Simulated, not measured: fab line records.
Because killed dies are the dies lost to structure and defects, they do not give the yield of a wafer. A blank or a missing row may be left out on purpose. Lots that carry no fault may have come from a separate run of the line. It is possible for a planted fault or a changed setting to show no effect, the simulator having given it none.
Problem report in the 8D (eight disciplines) form, filled by code || flow n5_finfet || the parts of the form that need people (team, actions taken, sign-off) are left out

## 1. THE ISSUE
Mean of killed_at_contacts at N5_PASSIVATION_PROBE_49: 232 across 4 wafers in 2 lots; on wafers with no fault it is 12 (standard deviation 5.6). Measured from the usual mean, that is +39 standard deviations.
Seen first at day 14 18:13 on prober-02, wafer L109.5. The record holds 10 wafers of 4 lots with a number at this step. The rule behind "out" and "out of limits": a value lying over 4 standard deviations away from the usual mean. The rest of the wafers with a number are treated as sound.

## 2. WHAT THIS IS AND IS NOT
{"question": "which readings at this step", "is": "killed_at_contacts, defect_limited_yield, killed_dies, sort_bin_5_function, sort_n_pass, sort_yield_pct", "is not": "killed_at_M0_to_M3, killed_at_M4_up, killed_at_front_end, sort_bin_4_leakage"}
{"question": "which lots", "is": "L109, L114", "is not": "L108, L111"}
{"question": "which wafers of those lots", "is": "L109.5, L109.6, L114.3, L114.6", "is not": "L109.4, L114.1"}
{"question": "read on which tools", "is": "prober-02", "is not": "prober-01"}
{"question": "when", "is": "from day 14 18:13", "is not": "up to then (1 sound wafer); but 5 sound wafers of L108, L111, L114 came after"}

## 3. WHAT RULES OUT EACH SUSPECT
Counting: if a tool at a process step up to the reading ran every lot that is out, it stays a suspect. Sound lots after the first of them don't rule it out here, since some wafers of a struck lot are sound.
- rie_diel-05 at N5_MOL_CONTACT_COAG_VIA_ETCH_46 (etches SiO2 in C4F6/O2, target depth 46 nm, overetch 9.2 nm, time 40 s): kept. Ran every lot that is out, first one L109 (day 7 02:46); last sound lot up to then L108 (day 6 21:25).
- rie_diel-04 at N5_PASSIVATION_PASS_ETCH_74 (etches SiNx in CF4/O2, target depth 220 nm, time 110 s): kept. It ran every lot that is out, first L109 (day 14 11:33).
- prober-02 at N5_PASSIVATION_PROBE_49: kept. It ran every lot that is out, first L109 (day 14 18:10). Out on those wafers are its own readings of defect_limited_yield, killed_at_contacts, killed_dies, sort_bin_5_function, sort_n_pass, sort_yield_pct.
rie_diel-05 at N5_MOL_CONTACT_COAG_VIA_ETCH_46, rie_diel-04 at N5_PASSIVATION_PASS_ETCH_74 and prober-02 at N5_PASSIVATION_PROBE_49 are what is left after counting.

## 4. THE CAUSE (what the simulator had put in)
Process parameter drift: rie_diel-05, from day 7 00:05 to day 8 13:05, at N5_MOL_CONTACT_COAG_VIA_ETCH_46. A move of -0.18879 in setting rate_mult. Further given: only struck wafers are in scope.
After counting, 3 suspects remain, this tool included.

## 5. SEQUENCE OF EFFECTS, ordered by route
Each row: a reading whose mean over the struck wafers that have a number lies more than 3 standard deviations from the usual. Only readings whose record carries a usual standard deviation are examined. hours: median over the lots of the time between each lot's start at the first step of this table that gives one and its start at this step. sigmas: the change, counted in usual standard deviations.
{"hours": 0, "step": "N5_PASSIVATION_PROBE_49", "reading": "defect_limited_yield", "usual": "91.2 %", "on struck wafers": 72.0, "change": -19.2, "sigmas": -14}
{"hours": 0, "step": "N5_PASSIVATION_PROBE_49", "reading": "killed_at_contacts", "usual": 12, "on struck wafers": 232, "change": "+220", "sigmas": "+39"}
{"hours": 0, "step": "N5_PASSIVATION_PROBE_49", "reading": "killed_dies", "usual": 103, "on struck wafers": 331, "change": "+228", "sigmas": "+13"}
{"hours": 0, "step": "N5_PASSIVATION_PROBE_49", "reading": "killed_on_rim", "usual": 13, "on struck wafers": 30, "change": "+17", "sigmas": "+4.8"}
{"hours": 0, "step": "N5_PASSIVATION_PROBE_49", "reading": "sort_bin_5_function", "usual": "5.1 %", "on struck wafers": 24.0, "change": "+18.9", "sigmas": "+21"}
{"hours": 0, "step": "N5_PASSIVATION_PROBE_49", "reading": "sort_n_pass", "usual": 1077, "on struck wafers": 849, "change": -228, "sigmas": -13}
{"hours": 0, "step": "N5_PASSIVATION_PROBE_49", "reading": "sort_yield_pct", "usual": "91.2 %", "on struck wafers": 72.0, "change": -19.2, "sigmas": -14}
Here are the process steps it includes:
- N5_PASSIVATION_PROBE_49

## 6. HOW IT WOULD HAVE BEEN CAUGHT EARLIER
In this record the first reading out of limits was taken at day 14 18:13, 186 hours after the fault began at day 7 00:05.
No tool reading at N5_MOL_CONTACT_COAG_VIA_ETCH_46 that has a usual standard deviation in the record was out on any struck wafer, so an alarm limit of 4 standard deviations on those readings would not have fired.
By day 14 18:13, every lot that is out (2) had started N5_MOL_CONTACT_COAG_VIA_ETCH_46 on rie_diel-05. Holding the tool at that point would not have protected any of them.
